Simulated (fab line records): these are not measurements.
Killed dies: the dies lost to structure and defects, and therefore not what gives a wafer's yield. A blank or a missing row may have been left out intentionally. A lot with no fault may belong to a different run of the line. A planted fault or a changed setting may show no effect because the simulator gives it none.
fab line records | flow nand_harc
[record] lots = 13 | wafers = 39 | last_day = 33
route steps=1302 shown A_CHANNEL_FILL_D1@499 THIN_TSV@1245 END@1302
lots with no fault: from the same line, run without faults
start_h: hours from the record's first day to the start of the lot's first wafer shown | wait_h: hours since the lot's step before | " identical to the entry in the row above | L1.1+2: a single row standing in for several wafers | - no value, or no start was given | * or withheld: withheld | < > ~ a bound
route shown NAME@n: names a module that has steps shown in the file, with the first one's number in the route | usual: mean/standard deviation of fault-free wafers | same: alike in all rows | chamber/n: place in a boat | sites: readings site by site | _std_site: standard deviation of those values | _edge_site: outer sites' mean less inner sites' | radius_mm: for every site, how far away it sits from the centre of the wafer | mask NAME#n: copy n | behind: the tool/chamber that last shaped the wafer | hold: why the lot was held/for how many hours/how that ended | device: transistor that didn't switch, given as n, p or np | end of line: at the end of the route, the tests of the same wafers | a step given without rows: its recipe and nothing more | killed: the dies lost at the first sort to structure and to defects; this is not the yield of the wafer | map: dies across one wafer; x = killed, . = not, _ = none there
set.NAME: setting as actually run; set.NAME@STEP: the setting as run at that earlier step | model.NAME: the simulator's own value behind a step, which no gauge read
one table for each step of the route and one row for each wafer, over a sample of lots
services: from which hour (start_h, from the record's first day; less than 0 if before it) a tool's chamber was out of use, for how many hours, and why
[[steps]]
[step NHARC_A_CHANNEL_FILL_D1_ETCHBACK_19]
[recipe] target_depth_a = 50 | time_s = 1.7 | hbr_flow_sccm = 150 | cl2_flow_sccm = 50 | rf_w = 400 | icp_w = 400 | bias_w = 100 | chemistry = HBr/Cl2
[usual] drypump_motor_current_A = 5.4/0.56 | he_backside_leak_sccm = 2.5/0.33 | oes_product_au = 1.002/0.012 | throttle_valve_pct = 26.405/0.009
lot.wafer | tool      | chamber | start_h | wait_h | drypump_motor_current_A | he_backside_leak_sccm | oes_product_au | rf_hours_counter_h | throttle_valve_pct
L743.3    | rie_si-02 | 0       | 215.22  | 0.4    | 5.4                     | 2.8                   | 0.991          | 0.64               | 26.401
L743.1    | "         | 1       | "       | "      | 4.8                     | 2.3                   | 0.999          | 0.57               | 26.403
L743.6    | "         | 1       | "       | "      | 4.8                     | 2.5                   | 0.998          | -                  | 26.411
L744.2    | rie_si-06 | 0       | 218.81  | 0.4    | 4.7                     | 2.7                   | 1.012          | 0.85               | 26.392
L744.4    | "         | 1       | "       | "      | 5.2                     | 2.7                   | 1.011          | 0.86               | 26.395
L744.6    | "         | 3       | "       | "      | 6.1                     | 2.3                   | 1.026          | -                  | 26.407
L745.4    | rie_si-06 | 2       | 232.25  | 0.4    | 5.1                     | 2.5                   | 1.012          | 0.65               | 26.401
L745.6    | "         | 1       | "       | "      | 5.1                     | 2.4                   | 1.016          | -                  | 26.418
L745.5    | "         | 2       | "       | "      | 5.1                     | 2.5                   | 1.010          | -                  | 26.408
L746.1    | rie_si-02 | 3       | 243.95  | 0.4    | 6.4                     | 2.3                   | 0.978          | 0.95               | 26.402
L746.6    | "         | 0       | "       | "      | 5.4                     | 2.8                   | 0.993          | -                  | 26.410
L746.5    | "         | 3       | "       | "      | 6.4                     | 2.2                   | 0.987          | -                  | 26.400
L747.1    | rie_si-02 | 0       | 251.37  | 0.4    | 5.4                     | 2.8                   | 0.994          | 0.85               | 26.407
L747.3    | "         | 1       | "       | "      | 4.9                     | 2.5                   | 1.002          | 0.78               | 26.406
L747.5    | "         | 2       | "       | "      | 4.7                     | 2.4                   | 1.017          | -                  | 26.398
L748.1    | rie_si-02 | 2       | 256.06  | 0.4    | 4.7                     | 2.3                   | 1.019          | 0.65               | 26.407
L748.3    | "         | 1       | "       | "      | 4.8                     | 2.4                   | 1.006          | 0.80               | 26.401
L748.5    | "         | 3       | "       | "      | 6.3                     | 2.4                   | 0.993          | -                  | 26.417
L749.4    | rie_si-04 | 2       | 273.00  | 0.4    | 6.1                     | 2.5                   | 1.006          | 0.61               | 26.430
L749.6    | "         | 2       | "       | "      | 6.0                     | 2.7                   | 1.015          | -                  | 26.408
L749.5    | "         | 3       | "       | "      | 5.6                     | 2.5                   | 1.008          | -                  | 26.402
L751.1    | rie_si-06 | 0       | 295.26  | 0.4    | 4.7                     | 2.7                   | 0.997          | 0.20               | 26.402
L751.4    | "         | 3       | "       | "      | 6.2                     | 2.5                   | 1.000          | 0.18               | 26.402
L751.5    | "         | 0       | "       | "      | 4.8                     | 2.9                   | 1.001          | -                  | 26.401
L752.2    | rie_si-04 | 2       | 302.26  | 0.4    | 6.0                     | 2.7                   | 1.021          | 0.80               | 26.403
L752.3    | "         | 1       | "       | "      | 5.1                     | 2.4                   | 1.004          | 0.92               | 26.394
L752.6    | "         | 2       | "       | "      | 6.0                     | 2.7                   | 1.025          | -                  | 26.397
L754.2    | rie_si-02 | 2       | 326.78  | 0.4    | 4.8                     | 2.4                   | 0.996          | 0.23               | 26.399
L754.3    | "         | 3       | "       | "      | 6.3                     | 2.2                   | 0.999          | 0.24               | 26.400
L754.6    | "         | 1       | "       | "      | 4.8                     | 2.5                   | 0.988          | -                  | 26.409
L755.1    | rie_si-02 | 3       | 339.81  | 0.4    | 6.3                     | 2.3                   | 1.012          | 0.28               | 26.391
L755.3    | "         | 2       | "       | "      | 4.7                     | 2.4                   | 0.995          | 0.27               | 26.409
L755.5    | "         | 3       | "       | "      | 6.3                     | 2.3                   | 0.998          | -                  | 26.403
L764.3    | rie_si-02 | 2       | 432.38  | 0.4    | 4.7                     | 2.4                   | 1.006          | 0.80               | 26.404
L764.4    | "         | 0       | "       | "      | 5.4                     | 3.0                   | 1.010          | 0.98               | 26.411
L764.5    | "         | 3       | "       | "      | 6.3                     | 2.3                   | 1.003          | -                  | 26.404
L766.3    | rie_si-04 | 1       | 440.57  | 0.4    | 5.1                     | 2.5                   | 1.013          | 0.59               | 26.400
L766.2    | "         | 2       | "       | "      | 6.0                     | 2.5                   | 0.992          | 0.68               | 26.399
L766.5    | "         | 2       | "       | "      | 6.0                     | 2.6                   | 0.991          | -                  | 26.410
[step NHARC_THIN_TSV_CMP_01]
[recipe] target_thk_um = 3
[usual] motor_current_A = 12.1/0.92
lot.wafer | tool   | chamber | start_h | wait_h | motor_current_A
L744.4    | cmp-02 | 1       | 543.23  | 0.4    | 13.0
L744.2    | "      | 2       | "       | "      | 11.6
L744.6    | "      | 1       | "       | "      | 13.1
L745.4    | cmp-04 | 3       | 556.06  | 0.5    | 13.8
L745.6    | "      | 1       | "       | "      | 10.7
L745.5    | "      | 2       | "       | "      | 11.7
L743.3    | cmp-02 | 1       | 557.22  | 0.6    | 13.0
L743.1    | "      | 0       | "       | "      | 11.8
L743.6    | "      | 2       | "       | "      | 10.6
L747.1    | cmp-02 | 2       | 571.27  | 1.0    | 11.3
L747.3    | "      | 0       | "       | "      | 11.9
L747.5    | "      | 3       | "       | "      | 12.9
L746.1    | cmp-02 | 3       | 572.50  | 1.1    | 12.4
L746.6    | "      | 1       | "       | "      | 13.0
L746.5    | "      | 2       | "       | "      | 11.3
L748.1    | cmp-04 | 1       | 593.56  | 1.0    | 11.1
L748.3    | "      | 3       | "       | "      | 12.9
L748.5    | "      | 1       | "       | "      | 10.4
L749.4    | cmp-03 | 1       | 594.76  | 0.5    | 12.2
L749.6    | "      | 0       | "       | "      | 11.2
L749.5    | "      | 1       | "       | "      | 12.3
L751.4    | cmp-03 | 3       | 618.10  | 0.4    | 12.4
L751.1    | "      | 0       | "       | "      | 11.4
L751.5    | "      | 3       | "       | "      | 11.9
L752.2    | cmp-04 | 3       | 628.50  | 0.8    | 12.9
L752.3    | "      | 1       | "       | "      | 10.5
L752.6    | "      | 3       | "       | "      | 13.3
L754.3    | cmp-03 | 1       | 656.56  | 0.6    | 12.3
L754.2    | "      | 0       | "       | "      | 12.0
L754.6    | "      | 1       | "       | "      | 11.7
L755.1    | cmp-02 | 3       | 671.26  | 1.0    | 13.3
L755.3    | "      | 2       | "       | "      | 10.9
L755.5    | "      | 0       | "       | "      | 11.7
L764.3    | cmp-04 | 2       | 763.91  | 0.7    | 11.0
L764.5    | "      | 0       | "       | "      | 14.3
L766.2    | cmp-02 | 3       | 781.02  | 0.8    | 12.6
L766.3    | "      | 2       | "       | "      | 12.0
L766.5    | "      | 3       | "       | "      | 13.0
[step NHARC_THIN_TSV_CD_MEAS_12]
[recipe] target_cd_nm = 1000 | landing_energy_ev = 500
[usual] cd_nm = 998.3/1.9
[same] landing_energy_ev = 500
lot.wafer | tool      | chamber | start_h | wait_h | cd_nm
L744.2    | cd_sem-01 | 0       | 544.54  | -      | 1000.7
L744.4    | "         | 0       | "       | "      | 999.8
L744.6    | "         | 0       | "       | "      | 1000.4
L745.4    | cd_sem-02 | 0       | 557.35  | -      | 998.8
L745.5    | "         | 0       | "       | "      | 996.2
L745.6    | "         | 0       | "       | "      | 995.8
L743.1    | cd_sem-02 | 0       | 558.41  | -      | 993.9
L743.3    | "         | 0       | "       | "      | 995.2
L743.6    | "         | 0       | "       | "      | 994.9
L747.1    | cd_sem-01 | 0       | 572.47  | -      | 1000.4
L747.3    | "         | 0       | "       | "      | 996.6
L747.5    | "         | 0       | "       | "      | 995.6
L746.1    | cd_sem-02 | 0       | 573.64  | -      | 995.8
L746.5    | "         | 0       | "       | "      | 995.4
L746.6    | "         | 0       | "       | "      | 995.7
L748.1    | cd_sem-03 | 0       | 594.86  | -      | 998.3
L748.3    | "         | 0       | "       | "      | 999.3
L748.5    | "         | 0       | "       | "      | 996.6
L749.4    | cd_sem-03 | 0       | 596.06  | -      | 998.9
L749.5    | "         | 0       | "       | "      | 999.8
L749.6    | "         | 0       | "       | "      | 998.3
L751.1    | cd_sem-01 | 0       | 619.29  | -      | 997.4
L751.4    | "         | 0       | "       | "      | 995.8
L751.5    | "         | 0       | "       | "      | 996.4
L752.2    | cd_sem-02 | 0       | 629.82  | -      | 998.5
L752.3    | "         | 0       | "       | "      | 999.0
L752.6    | "         | 0       | "       | "      | 999.1
L754.2    | cd_sem-01 | 0       | 657.88  | -      | 1000.0
L754.3    | "         | 0       | "       | "      | 998.4
L754.6    | "         | 0       | "       | "      | 997.6
L755.1    | cd_sem-02 | 0       | 672.58  | -      | 998.0
L755.3    | "         | 0       | "       | "      | 1001.0
L755.5    | "         | 0       | "       | "      | 997.1
L764.3    | cd_sem-02 | 0       | 765.06  | -      | 999.2
L764.5    | "         | 0       | "       | "      | 999.5
L766.2    | cd_sem-02 | 0       | 782.34  | -      | 999.6
L766.3    | "         | 0       | "       | "      | 997.0
L766.5    | "         | 0       | "       | "      | 998.0
[step NHARC_THIN_TSV_DEGAS_49]
[recipe] temp_c = 300 | time_s = 120
[usual] heater_power_w = 462/41
lot.wafer | tool           | chamber | start_h | wait_h | heater_power_w
L744.2    | pvd_sputter-03 | -       | 547.32  | 0.2    | 396
L744.4    | "              | -       | "       | "      | 481
L744.6    | "              | -       | "       | "      | 391
L745.4    | pvd_sputter-01 | -       | 560.33  | 0.1    | 465
L745.5    | "              | -       | "       | "      | 422
L745.6    | "              | -       | "       | "      | 482
L743.1    | pvd_sputter-03 | -       | 561.17  | 0.1    | 415
L743.3    | "              | -       | "       | "      | 476
L743.6    | "              | -       | "       | "      | 428
L747.3    | pvd_sputter-03 | -       | 575.25  | 0.1    | 394
L747.1    | "              | -       | "       | "      | 481
L747.5    | "              | -       | "       | "      | 440
L746.1    | pvd_sputter-03 | -       | 576.75  | 0.2    | 414
L746.5    | "              | -       | "       | "      | 480
L746.6    | "              | -       | "       | "      | 436
L748.3    | pvd_sputter-03 | -       | 597.63  | 0.1    | 428
L748.1    | "              | -       | "       | "      | 432
L748.5    | "              | -       | "       | "      | 401
L749.4    | pvd_sputter-01 | -       | 598.85  | 0.1    | 501
L749.5    | "              | -       | "       | "      | 415
L749.6    | "              | -       | "       | "      | 483
L751.1    | pvd_sputter-01 | -       | 622.23  | 0.1    | 494
L751.4    | "              | -       | "       | "      | 440
L751.5    | "              | -       | "       | "      | 520
L752.3    | pvd_sputter-02 | -       | 632.63  | 0.1    | 444
L752.2    | "              | -       | "       | "      | 493
L752.6    | "              | -       | "       | "      | 447
L754.3    | pvd_sputter-01 | -       | 661.00  | 0.1    | 446
L754.2    | "              | -       | "       | "      | 538
L754.6    | "              | -       | "       | "      | 438
L755.1    | pvd_sputter-01 | -       | 675.35  | 0.1    | 478
L755.3    | "              | -       | "       | "      | 526
L755.5    | "              | -       | "       | "      | 479
L764.3    | pvd_sputter-02 | -       | 767.81  | 0.1    | 445
L764.5    | "              | -       | "       | "      | 452
L766.3    | pvd_sputter-03 | -       | 785.96  | 0.1    | 476
L766.2    | "              | -       | "       | "      | 419
L766.5    | "              | -       | "       | "      | 466
[step NHARC_END_SORT_01]
[recipe] temp_c = 25
[usual] killed_at_array = 59/20 | killed_at_other = 0.8/1.1 | killed_at_periphery = 5/3.1 | killed_dies = 64/21 | killed_open = 3.4/1.9 | killed_short = 2.3/1.7
[same] gross_dies = 677
lot.wafer | tool      | chamber | start_h | wait_h | killed_at_array | killed_at_other | killed_at_periphery | killed_dies | killed_open | killed_short
L754.2    | prober-02 | 0       | 675.30  | 2.8    | 43              | 0               | 1                   | 44          | 2           | 1
L754.3    | prober-02 | 0       | 676.11  | 3.1    | 36              | 0               | 1                   | 37          | 6           | 2
L754.6    | prober-02 | 0       | 678.53  | 4.0    | 28              | 0               | 2                   | 30          | 3           | 1
L755.3    | prober-02 | 0       | 691.15  | 3.1    | 43              | 2               | 4                   | 49          | 4           | 3
L764.3    | prober-02 | 0       | 781.88  | 3.1    | 55              | 2               | 5                   | 62          | 6           | 1
L764.4    | prober-02 | 0       | 782.69  | 3.4    | 669             | 4               | 4                   | 677         | 6           | 0
L764.5    | prober-02 | 0       | 783.49  | 3.7    | 74              | 1               | 4                   | 79          | 2           | 7
// killed by level:class
L754.2 A_CHANNEL_HOLE_D2:chamber_film_flake=22 A_DECK1_JOINT:chamber_film_flake=3 A_STAIRCASE:chamber_film_flake=3 A_SLIT:chamber_film_flake=3 A_CHANNEL_HOLE_D1:chamber_film_flake=2 A_CHANNEL_FILL_D2:chamber_film_flake=2 A_CONTACT:chamber_film_flake=2 A_CHANNEL_FILL_D1:geometric_particle:open=1
L754.3 A_CHANNEL_HOLE_D2:chamber_film_flake=13 A_CHANNEL_HOLE_D1:chamber_film_flake=5 A_ONON_D2:geometric_particle:open=3 A_CONTACT:chamber_film_flake=3 A_WL_FILL:geometric_particle:short=2 A_STAIRCASE:chamber_film_flake=2 A_M1:chamber_film_flake=2 A_ONON_D1:geometric_particle:open=1
L754.6 A_CHANNEL_HOLE_D2:chamber_film_flake=7 A_CHANNEL_HOLE_D1:chamber_film_flake=6 A_STAIRCASE:chamber_film_flake=4 A_CONTACT:chamber_film_flake=4 A_M1:chamber_film_flake=2 P_M1:geometric_particle:open=1 A_WL_FILL:geometric_particle:short=1 A_BLC:geometric_particle:open=1
L755.3 A_SLIT:chamber_film_flake=20 A_CONTACT:chamber_film_flake=6 A_CHANNEL_HOLE_D1:chamber_film_flake=3 P_ZERO_WELL:chamber_film_flake=2 A_CHANNEL_HOLE_D2:chamber_film_flake=2 A_SGD_CUT:chamber_film_flake=2 A_WL_FILL:chamber_film_flake=2 THIN_TSV:chamber_film_flake=2
L764.3 A_CHANNEL_HOLE_D2:chamber_film_flake=30 A_CHANNEL_HOLE_D1:chamber_film_flake=13 A_CONTACT:chamber_film_flake=5 P_CONTACT:geometric_particle:open=3 A_CONTACT:geometric_particle:open=3 A_SLIT:chamber_film_flake=3 THIN_TSV:chamber_film_flake=2 A_BLC:geometric_particle:short=1
L764.4 A_CHANNEL_FILL_D1:area_etchback=610 A_CHANNEL_HOLE_D2:chamber_film_flake=25 A_CHANNEL_HOLE_D1:chamber_film_flake=18 A_SLIT:chamber_film_flake=6 THIN_TSV:chamber_film_flake=4 A_ONON_D1:geometric_particle:open=2 A_ONON_D2:geometric_particle:open=2 P_ZERO_WELL:chamber_film_flake=2
L764.5 A_CHANNEL_HOLE_D2:chamber_film_flake=27 A_SLIT:chamber_film_flake=20 A_CHANNEL_HOLE_D1:chamber_film_flake=14 A_CONTACT:chamber_film_flake=6 A_ONON_D1:geometric_particle:short=2 A_CHANNEL_FILL_D1:geometric_particle:open=2 A_CHANNEL_FILL_D2:geometric_particle:short=2 P_GATE:chamber_film_flake=2
[[services]]
tool           | chamber | start_h | hours | kind
rie_si-02      | -       | 198.54  | 0.4   | repair
pvd_sputter-03 | -       | 201.48  | 1.6   | repair
rie_si-02      | 2       | 205.39  | 41.0  | repair
cmp-02         | -       | 220.06  | 8.7   | repair
cmp-02         | -       | 232.07  | 4.3   | repair
pvd_sputter-03 | -       | 257.14  | 2.1   | repair
pvd_sputter-03 | -       | 261.61  | 3.9   | repair
rie_si-02      | -       | 277.00  | 9.0   | pm
cmp-02         | -       | 315.41  | 7.4   | repair
cmp-02         | -       | 334.33  | 4.0   | pm
pvd_sputter-03 | -       | 348.00  | 10.0  | pm
rie_si-02      | 1       | 374.47  | 28.4  | repair
pvd_sputter-03 | -       | 427.43  | 5.6   | repair
cmp-02         | -       | 432.33  | 4.0   | pm
cmp-02         | -       | 444.20  | 4.4   | repair
rie_si-02      | -       | 454.00  | 9.0   | pm
cmp-02         | -       | 478.87  | 1.6   | repair
cmp-02         | -       | 493.14  | 0.7   | repair
pvd_sputter-03 | -       | 526.00  | 10.0  | pm
rie_si-02      | 2       | 528.97  | 11.5  | repair
rie_si-02      | 3       | 531.13  | 4.7   | repair
rie_si-02      | -       | 631.00  | 9.0   | pm
rie_si-02      | 2       | 641.39  | 7.3   | repair
rie_si-02      | 2       | 694.63  | 8.4   | repair
[[key]]
[first_sign] step = NHARC_END_SORT_01 | reading = killed_at_array | direction = up | sigmas = 31 | usual = 59 | struck = 669
[effect] step = NHARC_END_SORT_01 | reading = killed_dies | direction = up | sigmas = 30 | usual = 64 | struck = 677
[more_kills_born_at] NHARC_A_CHANNEL_FILL_D1_ETCHBACK_19@rie_si-02 = 610
met_at NHARC_A_CHANNEL_FILL_D1_ETCHBACK_19
struck_lots L764
struck_wafers L764.4
later_rows_left_out L764.4
tester_left_out L764
not_acting_at NHARC_THIN_TSV_CMP_01,NHARC_THIN_TSV_CD_MEAS_12,NHARC_THIN_TSV_DEGAS_49
onset_between 339.81 432.38
[fault] kind = process_parameter_drift | tool = rie_si-02 | chamber = - | onset_h = 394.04 | steps = NHARC_A_CHANNEL_FILL_D1_ETCHBACK_19 | channel = time_s | offset = * | shape = step | end_h = 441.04 | scope = struck_wafers_only | acts_in = * | stated = *
// tester_left_out: of these lots the tester's yield and bins aren't shown, on N5 and GAA mostly nor the transistor test; their killed dies are dies lost to structure and defects alone, not to doping, threshold or leakage, so they don't give the yield
// later_rows_left_out: the simulator's readings of these wafers behind a module that went badly wrong aren't trusted and aren't shown, but for the sort
